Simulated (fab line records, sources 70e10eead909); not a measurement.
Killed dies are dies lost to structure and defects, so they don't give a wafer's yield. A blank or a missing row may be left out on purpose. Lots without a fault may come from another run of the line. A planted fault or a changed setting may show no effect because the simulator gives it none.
fab line records | flow nand_harc
record lots=6 wafers=18 last_day=33
route steps=1302 shown A_STAIRCASE@671 END@1302
lots that met no fault: from a run of the same line without faults
start_h: hours from the record's first day to the start of the lot's first wafer shown | wait_h: hours since the lot's step before | " the same as in the row above | L1.1+2: a row that stands for several wafers | - no value, or no start given | * or withheld: withheld | < > ~ a bound
route shown NAME@n: a module of which the file shows steps, and the number in the route of the first | usual: mean/standard deviation of fault-free wafers | same: alike in all rows | chamber/n: place in a boat | sites: the reading at each site | _std_site: their standard deviation | _edge_site: outer sites' mean less inner sites' | radius_mm: how far each site lies from the wafer's centre | mask NAME#n: copy n | behind: the tool/chamber that last shaped the wafer | hold: why the lot was held/for how many hours/how that ended | device: the transistor (n, p or np) that didn't switch | end of line: the same wafers' tests at the end of the route | a step without rows: its recipe alone | killed: dies lost to structure and defects at the first sort, not the wafer's yield | map: a wafer's dies, x killed, . not, _ none there
set.NAME: the setting as run; set.NAME@STEP: as run at that earlier step | model.NAME: the simulator's own value behind a step, which no gauge read
lots at some steps of the route; a table a step, a row a wafer
services: from which hour (start_h, from the record's first day; less than 0 if before it) a tool's chamber was out of use, for how many hours, and why
## steps
# step NHARC_A_STAIRCASE_ETCH_15
# recipe target_depth_a=1000 time_s=40.5 ion_energy_ev=400 c4f8_flow_sccm=20 o2_flow_sccm=10 ar_flow_sccm=withheld rf_w=600 bias_w=1000 chemistry=C4F8/O2
# step NHARC_A_STAIRCASE_TRIM_16
# recipe time_s=211.2 o2_flow_sccm=500 ar_flow_sccm=0 bias_w=0 chemistry=O2
# step NHARC_A_STAIRCASE_ETCH_17
# recipe target_depth_a=1000 time_s=40.5 ion_energy_ev=400 c4f8_flow_sccm=20 o2_flow_sccm=10 ar_flow_sccm=withheld rf_w=600 bias_w=1000 chemistry=C4F8/O2
# usual oes_product_au=0.941/0.011 rf_vpp_V=896/5
# columns lot.wafer tool chamber start_h wait_h oes_product_au rf_hours_counter_h rf_vpp_V
L460.1 rie_diel-04 1 - - 0.923 2 903
L460.3 " 0 " " 0.913 - 900
L460.5 " 1 " " 0.923 - 902
L467.1 rie_diel-04 3 - - 0.949 22 891
L467.6 " 0 " " 0.942 - 899
L467.5 " 1 " " 0.957 - 903
L468.2 rie_diel-04 2 - - 0.936 24 906
L468.4 " 1 " " 0.937 26 901
L468.6 " 3 " " 0.927 - 892
L474.2 rie_diel-08 0 - - 0.934 42 896
L474.3 " 1 " " 0.937 43 894
L474.6 " 1 " " 0.950 - 893
L479.2 rie_diel-13 0 - - 0.958 12 890
L479.5 " 3 " " 0.931 - 886
L479.6 " 0 " " 0.950 - 891
L481.1 rie_diel-08 1 - - 0.941 13 893
L481.3 " 3 " " 0.946 10 892
L481.6 " 1 " " 0.938 - 893
# step NHARC_A_STAIRCASE_TRIM_18
# recipe time_s=211.2 o2_flow_sccm=500 ar_flow_sccm=0 bias_w=0 chemistry=O2
# usual drypump_motor_current_A=5.7/0.42 oes_product_au=1.002/0.011 rf_vpp_V=57.9/0.92 showerhead_plenum_p_Torr=3.53/0.14 throttle_valve_pct=17.037/0.0088
# columns lot.wafer tool chamber start_h wait_h drypump_motor_current_A oes_product_au rf_hours_counter_h rf_vpp_V showerhead_plenum_p_Torr throttle_valve_pct
L460.1 rie_diel-04 0 - - 6.1 0.978 2 55.3 3.65 17.020
L460.3 " 1 " " 4.8 0.991 - 58.4 3.71 17.045
L460.5 " 0 " " 6.1 0.989 - 58.1 3.65 17.031
L467.1 rie_diel-04 1 - - 4.8 1.001 24 57.6 3.70 17.039
L467.5 " 3 " " 6.4 1.011 - 56.4 3.42 17.026
L467.6 " 0 " " 6.1 0.987 - 57.9 3.64 17.042
L468.2 rie_diel-04 1 - - 4.8 0.994 26 57.9 3.70 17.051
L468.4 " 2 " " 6.0 1.016 24 60.0 3.79 17.035
L468.6 " 0 " " 6.1 0.987 - 59.3 3.63 17.048
L474.2 rie_diel-08 0 - - 5.6 1.005 42 57.2 3.54 17.037
L474.3 " 2 " " 5.4 1.004 37 58.6 3.51 17.050
L474.6 " 3 " " 5.5 1.007 - 56.5 3.37 17.031
L479.2 rie_diel-13 1 - - 5.5 0.995 12 58.8 3.77 17.036
L479.5 " 1 " " 5.5 0.994 - 57.9 3.77 17.021
L479.6 " 2 " " 5.9 1.002 - 57.8 3.51 17.027
L481.3 rie_diel-08 1 - - 5.9 0.994 13 57.0 3.46 17.049
L481.1 " 2 " " 5.4 1.020 12 57.7 3.50 17.042
L481.6 " 3 " " 5.5 1.015 - 57.0 3.36 17.034
# step NHARC_A_STAIRCASE_ETCH_19
# recipe target_depth_a=1000 time_s=40.5 ion_energy_ev=400 c4f8_flow_sccm=20 o2_flow_sccm=10 ar_flow_sccm=withheld rf_w=600 bias_w=1000 chemistry=C4F8/O2
# step NHARC_A_STAIRCASE_TRIM_20
# recipe time_s=211.2 o2_flow_sccm=500 ar_flow_sccm=0 bias_w=0 chemistry=O2
# usual drypump_motor_current_A=5.8/0.44 oes_product_au=1.001/0.011 rf_vpp_V=57.8/0.88 showerhead_plenum_p_Torr=3.53/0.14 throttle_valve_pct=17.036/0.0094
# columns lot.wafer tool chamber start_h wait_h drypump_motor_current_A oes_product_au rf_hours_counter_h rf_vpp_V showerhead_plenum_p_Torr throttle_valve_pct
L460.1 rie_diel-04 0 374.95 0.1 6.1 0.988 3 58.8 3.65 17.053
L460.3 " 0 " " 6.1 0.989 - 58.1 3.65 17.036
L460.5 " 0 " " 6.1 0.999 - 58.3 3.65 17.047
L467.1 rie_diel-04 1 462.78 0.1 4.8 1.002 24 58.6 3.70 17.037
L467.6 " 0 " " 6.1 0.980 - 57.4 3.63 17.028
L467.5 " 1 " " 4.8 0.994 - 58.7 3.70 17.034
L468.4 rie_diel-04 2 467.02 0.1 6.0 1.008 24 56.7 3.79 17.030
L468.2 " 1 " " 4.8 0.993 26 59.2 3.70 17.021
L468.6 " 3 " " 6.4 0.996 - 58.0 3.42 17.036
L474.2 rie_diel-13 3 516.80 0.1 6.6 1.005 59 57.2 3.30 17.040
L474.3 " 0 " " 5.9 1.002 57 57.6 3.40 17.037
L474.6 " 2 " " 5.9 1.023 - 58.5 3.52 17.045
L479.2 rie_diel-13 2 565.96 0.1 5.9 1.000 15 57.9 3.51 17.034
L479.5 " 2 " " 5.9 1.005 - 56.8 3.51 17.026
L479.6 " 3 " " 6.6 0.996 - 56.7 3.29 17.036
L481.1 rie_diel-13 3 586.99 0.1 6.6 0.996 22 58.3 3.29 17.041
L481.3 " 0 " " 5.9 1.005 20 57.5 3.38 17.043
L481.6 " 2 " " 5.9 1.013 - 58.0 3.51 17.042
# step NHARC_A_STAIRCASE_ETCH_21
# recipe target_depth_a=1000 time_s=40.5 ion_energy_ev=400 c4f8_flow_sccm=20 o2_flow_sccm=10 ar_flow_sccm=withheld rf_w=600 bias_w=1000 chemistry=C4F8/O2
# usual oes_product_au=0.950/0.021 rf_vpp_V=895/5.3
# columns lot.wafer tool chamber start_h wait_h oes_product_au rf_hours_counter_h rf_vpp_V
L460.1 rie_diel-04 1 375.51 0.5 0.921 4 903
L460.3 " 1 " " 0.928 - 902
L460.5 " 1 " " 0.919 - 904
L467.1 rie_diel-04 1 - - 0.920 25 902
L467.6 " 1 " " 0.914 - 902
L467.5 " 2 " " 0.940 - 906
L468.4 rie_diel-04 3 - - 0.940 24 892
L468.2 " 0 " " 0.933 30 899
L468.6 " 3 " " 0.937 - 891
L474.2 rie_diel-13 0 - - 0.976 57 890
L474.3 " 1 " " 0.961 53 905
L474.6 " 3 " " 0.976 - 887
L479.2 rie_diel-13 2 - - 0.932 15 897
L479.6 " 3 " " 0.921 - 887
L479.5 " 0 " " 0.945 - 890
L481.3 rie_diel-13 3 - - 0.970 22 886
L481.1 " 0 " " 0.984 20 891
L481.6 " 3 " " 0.970 - 888
# step NHARC_A_STAIRCASE_TRIM_22
# recipe time_s=211.2 o2_flow_sccm=500 ar_flow_sccm=0 bias_w=0 chemistry=O2
# step NHARC_A_STAIRCASE_ETCH_23
# recipe target_depth_a=1000 time_s=40.5 ion_energy_ev=400 c4f8_flow_sccm=20 o2_flow_sccm=10 ar_flow_sccm=withheld rf_w=600 bias_w=1000 chemistry=C4F8/O2
# step NHARC_A_STAIRCASE_TRIM_24
# recipe time_s=211.2 o2_flow_sccm=500 ar_flow_sccm=0 bias_w=0 chemistry=O2
# usual drypump_motor_current_A=5.8/0.44 oes_product_au=1.001/0.01 rf_vpp_V=57.7/0.95 showerhead_plenum_p_Torr=3.52/0.15 throttle_valve_pct=17.035/0.0092
# columns lot.wafer tool chamber start_h wait_h drypump_motor_current_A oes_product_au rf_hours_counter_h rf_vpp_V showerhead_plenum_p_Torr throttle_valve_pct
L460.1 rie_diel-04 1 - - 4.8 0.994 4 58.3 3.71 17.024
L460.3 " 0 " " 6.1 0.990 - 56.1 3.65 17.032
L460.5 " 1 " " 4.8 0.997 - 59.0 3.71 17.023
L467.1 rie_diel-04 1 - - 4.8 1.001 25 58.8 3.70 17.031
L467.5 " 3 " " 6.4 1.012 - 56.8 3.42 17.049
L467.6 " 0 " " 6.1 0.979 - 57.7 3.63 17.037
L468.2 rie_diel-04 2 - - 6.1 1.009 25 57.4 3.79 17.024
L468.4 " 1 " " 4.8 0.991 26 59.7 3.69 17.025
L468.6 " 2 " " 6.0 1.008 - 58.0 3.79 17.024
L474.2 rie_diel-13 0 - - 5.9 0.997 57 58.1 3.40 17.049
L474.3 " 3 " " 6.6 0.992 59 59.0 3.30 17.029
L474.6 " 1 " " 5.5 0.990 - 57.6 3.78 17.023
L479.2 rie_diel-13 1 - - 5.5 0.991 12 58.5 3.77 17.032
L479.6 " 1 " " 5.5 0.998 - 57.6 3.77 17.018
L479.5 " 2 " " 5.9 1.018 - 59.9 3.51 17.043
L481.1 rie_diel-13 2 - - 5.9 1.017 23 57.4 3.51 17.043
L481.3 " 0 " " 5.9 1.002 21 56.0 3.38 17.041
L481.6 " 3 " " 6.6 0.997 - 56.9 3.29 17.028
# step NHARC_A_STAIRCASE_ETCH_25
# recipe target_depth_a=1000 time_s=40.5 ion_energy_ev=400 c4f8_flow_sccm=20 o2_flow_sccm=10 ar_flow_sccm=withheld rf_w=600 bias_w=1000 chemistry=C4F8/O2
# step NHARC_A_STAIRCASE_TRIM_26
# recipe time_s=211.2 o2_flow_sccm=500 ar_flow_sccm=0 bias_w=0 chemistry=O2
# usual drypump_motor_current_A=5.8/0.43 oes_product_au=1.001/0.011 rf_vpp_V=57.8/0.85 showerhead_plenum_p_Torr=3.53/0.14 throttle_valve_pct=17.035/0.0084
# columns lot.wafer tool chamber start_h wait_h drypump_motor_current_A oes_product_au rf_hours_counter_h rf_vpp_V showerhead_plenum_p_Torr throttle_valve_pct
L460.1 rie_diel-04 1 376.32 - 4.8 0.996 4 58.0 3.71 17.046
L460.3 " 1 " " 4.8 0.997 - 57.8 3.71 17.044
L460.5 " 1 " " 4.8 0.980 - 59.8 3.71 17.046
L467.1 rie_diel-04 2 464.42 - 6.0 0.813 24 58.4 3.79 17.035
L467.6 " 3 " " 6.4 0.807 - 57.3 3.42 17.035
L467.5 " 0 " " 6.1 0.797 - 56.3 3.63 17.011
L468.2 rie_diel-04 0 467.76 - 6.1 0.780 30 58.0 3.63 17.037
L468.4 " 2 " " 6.1 0.805 25 58.2 3.79 17.025
L468.6 " 1 " " 4.8 0.804 - 56.7 3.69 17.051
L474.3 rie_diel-13 1 517.50 - 5.5 1.001 53 57.5 3.78 17.022
L474.2 " 3 " " 6.5 1.005 59 57.6 3.30 17.046
L474.6 " 2 " " 5.9 1.024 - 59.0 3.52 17.023
L479.2 rie_diel-13 1 566.94 - 5.5 0.995 12 58.4 3.77 17.042
L479.5 " 1 " " 5.5 0.991 - 58.5 3.77 17.030
L479.6 " 2 " " 5.9 1.017 - 58.9 3.51 17.029
L481.3 rie_diel-13 1 587.68 - 5.5 0.986 22 59.1 3.76 17.027
L481.1 " 2 " " 5.9 1.021 24 57.6 3.51 17.044
L481.6 " 2 " " 5.9 1.020 - 57.2 3.51 17.030
# step NHARC_A_STAIRCASE_ETCH_27
# recipe target_depth_a=1000 time_s=40.5 ion_energy_ev=400 c4f8_flow_sccm=20 o2_flow_sccm=10 ar_flow_sccm=withheld rf_w=600 bias_w=1000 chemistry=C4F8/O2
# step NHARC_END_SORT_01
# recipe temp_c=25
# usual killed_at_array=55/20 killed_at_other=1.2/1.3 killed_at_periphery=4.0/3 killed_dies=60/21 killed_open=3.2/1.9 killed_short=2.5/1.6
# same gross_dies=677
# columns lot.wafer tool chamber start_h wait_h killed_at_array killed_at_other killed_at_periphery killed_dies killed_open killed_short
L468.2 prober-02 0 685.50 2.8 668 2 4 674 2 2
L468.4 prober-02 0 687.11 3.4 666 1 0 667 4 3
L468.6 prober-02 0 688.72 4.0 655 1 4 660 2 1
L467.1 prober-01 0 692.49 2.5 670 2 2 674 2 2
L467.5 prober-01 0 695.64 3.6 660 1 0 661 2 1
L467.6 prober-01 0 696.42 3.9 667 0 1 668 0 2
# killed by level:class
L468.2 A_STAIRCASE:area_trim=647 A_CHANNEL_HOLE_D1:chamber_film_flake=7 A_CONTACT:chamber_film_flake=5 A_STAIRCASE:chamber_film_flake=3 P_STI:chamber_film_flake=2 A_CHANNEL_HOLE_D2:chamber_film_flake=2 THIN_TSV:chamber_film_flake=2 P_M2:geometric_particle:open=1
L468.4 A_STAIRCASE:area_trim=639 A_CHANNEL_HOLE_D1:chamber_film_flake=9 A_CHANNEL_HOLE_D2:chamber_film_flake=4 A_STAIRCASE:chamber_film_flake=3 A_CONTACT:chamber_film_flake=2 A_CHANNEL_FILL_D1:geometric_particle:open=1 A_DECK1_JOINT:geometric_particle:open=1 A_CHANNEL_FILL_D2:geometric_particle:short=1
L468.6 A_STAIRCASE:area_trim=632 A_CHANNEL_HOLE_D1:chamber_film_flake=7 A_CHANNEL_HOLE_D2:chamber_film_flake=4 A_SLIT:chamber_film_flake=4 A_CONTACT:chamber_film_flake=3 A_STAIRCASE:chamber_film_flake=2 P_CONTACT:geometric_particle:open=1 A_WL_FILL:geometric_particle:short=1
L467.1 A_STAIRCASE:area_trim=615 A_SLIT:chamber_film_flake=28 A_CHANNEL_HOLE_D2:chamber_film_flake=8 A_STAIRCASE:chamber_film_flake=3 A_WL_FILL:chamber_film_flake=3 A_CONTACT:chamber_film_flake=3 A_CHANNEL_HOLE_D1:chamber_film_flake=2 A_CHANNEL_FILL_D1:chamber_film_flake=2
L467.5 A_STAIRCASE:area_trim=616 A_SLIT:chamber_film_flake=21 A_CHANNEL_HOLE_D2:chamber_film_flake=6 A_BONDPAD:chamber_film_flake=4 A_CHANNEL_HOLE_D1:chamber_film_flake=3 A_CHANNEL_FILL_D1:chamber_film_flake=2 A_STAIRCASE:chamber_film_flake=2 A_CONTACT:chamber_film_flake=2
L467.6 A_STAIRCASE:area_trim=607 A_SLIT:chamber_film_flake=34 A_CHANNEL_HOLE_D2:chamber_film_flake=13 A_CHANNEL_HOLE_D1:chamber_film_flake=2 A_STAIRCASE:chamber_film_flake=2 A_WL_FILL:chamber_film_flake=2 A_CONTACT:chamber_film_flake=2 A_ONON_D2:geometric_particle:short=1
# map L467.1 (x killed, . not)
____________x____________
_________xxxxxxx_________
_______xxxxxxxxxxx_______
______xxxxxxxxxxxxx______
_____xxxxxxxxxxxxxxx_____
____xxxxxxxxxxxxxxxxx____
____xxxxxxxxxxxxxxxxx____
___xxxxxxxxxxxxxxxxxxx___
___xxxxxxxxxxxxxxxxxxx___
__xxxxxxxxxxxxxxxxxxxxx__
__xxxxxxxxxxxxxxxxxxxxx__
_xxxxxxxxxxxxxxxxxxxxxxx_
_xxxxxxxxxxxxxxxxxxxxxxx_
_xxxxxxxxxxxxxxxxxxx.xxx_
_xxxxxxxxxxxxxxxxxxxxxxx_
_xxxxxxxxxxxxxxxxxxxxxxx_
xxxxxxxxxxxxxxxxxxxxxxxxx
xxxxxxxxxxxxxxxxxxxxxxxxx
xxxxxxxxxxxxxxxxxxxxxxxxx
xxxxxxxxxxxxxxxxxxxxxxxxx
xxxxxxx.xxxxxxxxxxxxxxxxx
_xxxxxxxxxxxxxxxxxxxxxxx_
_xxxxxxxxxxxxxxxxxxxxxxx_
_xxxxxxxxxxxxxxxxxxxxxxx_
_xxxxxxxxxxxxxxxxxxxxxxx_
_xxxxxxxx.xxxxxxxxxxxxxx_
__xxxxxxxxxxxxxxxxxxxxx__
__xxxxxxxxxxxxxxxxxxxxx__
___xxxxxxxxxxxxxxxxxxx___
___xxxxxxxxxxxxxxxxxxx___
____xxxxxxxxxxxxxxxxx____
____xxxxxxxxxxxxxxxxx____
_____xxxxxxxxxxxxxxx_____
______xxxxxxxxxxxxx______
_______xxxxxxxxxxx_______
_________xxxxxxx_________
____________x____________
# map L468.2 (x killed, . not)
____________x____________
_________xxxxxxx_________
_______xxxxxxxxxxx_______
______xxxxxxxxxxxxx______
_____xxxxxxxxxxxxxxx_____
____xxxxxxxxxxxxxxxxx____
____xxxxxxxxxxxxxxxxx____
___xxxxxxxxxxxxxxxxxxx___
___xxxxxxxxxxxxxxxxxxx___
__xxxxxxxxxxxxxxxxxxxxx__
__xxxxxxxxxxxxxxxxxxxxx__
_xxxxxxxxxxxxxxxxxxxxxxx_
_xxxxxxxxxxxxxxxxxxxxxxx_
_xxxxxxxxxxxxxxxxxxxxxxx_
_xxxxxxxxxxxxxxxxxxxxxxx_
_xxxxxxxxxxxxxxxxxxxxxxx_
xxxxxxxxxxxxxxxxxxxxxxxxx
xxxxxxxxxx.xxxxxxxxxxxxxx
xxxxxxxxxxxxxxxxxxxxxxxxx
xxxxxxxxxxxxxxxxxxxxxxxxx
xxxxxxxxxxxxxxxxxxxxxxxxx
_xxxxxxxxxxxxxxxxxxxxxxx_
_xxxxxxxxxxxxxxxxxxxxxxx_
_xxxxxxxxxxxxxx.xxxxxxxx_
_xxxxxxxxxxxxxxxxxxxxxxx_
_xxxxxxxxxxxxxxxxxxxxxxx_
__xxxxxxxxxxxxxxxxxxxxx__
__xxxxxxxxxxxxxxxxxxxxx__
___xxxxxxxxxxxxxxxxxxx___
___xxxxxxxxxxxxxxxxxxx___
____xxxxxxxxxxxx.xxxx____
____xxxxxxxxxxxxxxxxx____
_____xxxxxxxxxxxxxxx_____
______xxxxxxxxxxxxx______
_______xxxxxxxxxxx_______
_________xxxxxxx_________
____________x____________
## services
# columns tool chamber start_h hours kind
rie_diel-04 - 356.45 9.0 pm
rie_diel-04 0 356.45 9.0 vent_cycle
rie_diel-04 1 356.45 9.0 vent_cycle
rie_diel-04 2 356.45 9.0 vent_cycle
rie_diel-04 3 356.45 9.0 vent_cycle
rie_diel-04 0 365.45 - clean
rie_diel-04 2 365.45 - clean
rie_diel-04 2 365.45 - consumable_replace:showerhead
rie_diel-04 3 365.45 - clean
rie_diel-04 3 365.45 - consumable_replace:focus_ring
rie_diel-04 3 366.72 9.6 repair
rie_diel-08 - 368.13 9.0 pm
rie_diel-04 2 372.79 4.0 repair
rie_diel-04 3 380.24 6.1 repair
rie_diel-04 0 389.95 - clean
rie_diel-04 1 389.95 - clean
rie_diel-04 2 389.95 - clean
rie_diel-04 1 398.20 6.0 repair
rie_diel-08 2 464.98 26.5 repair
rie_diel-13 1 502.11 6.3 repair
rie_diel-13 3 503.17 2.0 repair
rie_diel-13 - 519.06 9.0 pm
rie_diel-04 - 533.45 9.0 pm
rie_diel-08 - 545.13 9.0 pm
## key
first_sign step=NHARC_A_STAIRCASE_TRIM_26 reading=oes_product_au direction=down sigmas=18 usual=1.001 struck=0.801
effect step=NHARC_END_SORT_01 reading=killed_at_array direction=up sigmas=30 usual=55 struck=664
more_kills_born_at NHARC_A_STAIRCASE_TRIM_26@rie_diel-04=3756
met_at NHARC_A_STAIRCASE_TRIM_26
struck_wafers L467.1,L467.5,L467.6,L468.2,L468.4,L468.6
later_rows_left_out L467.1,L467.5,L467.6,L468.2,L468.4,L468.6
tester_left_out L467,L468
onset_between 376.32 464.42
fault kind=process_parameter_drift tool=rie_diel-04 chamber=- onset_h=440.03 steps=NHARC_A_STAIRCASE_TRIM_26 channel=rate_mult offset=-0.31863 shape=step end_h=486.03
# tester_left_out: of these lots the tester's yield and bins aren't shown, on N5 and GAA mostly nor the transistor test; their killed dies are dies lost to structure and defects alone, not to doping, threshold or leakage, so they don't give the yield
# later_rows_left_out: the simulator's readings of these wafers behind a module that went badly wrong aren't trusted and aren't shown, but for the sort
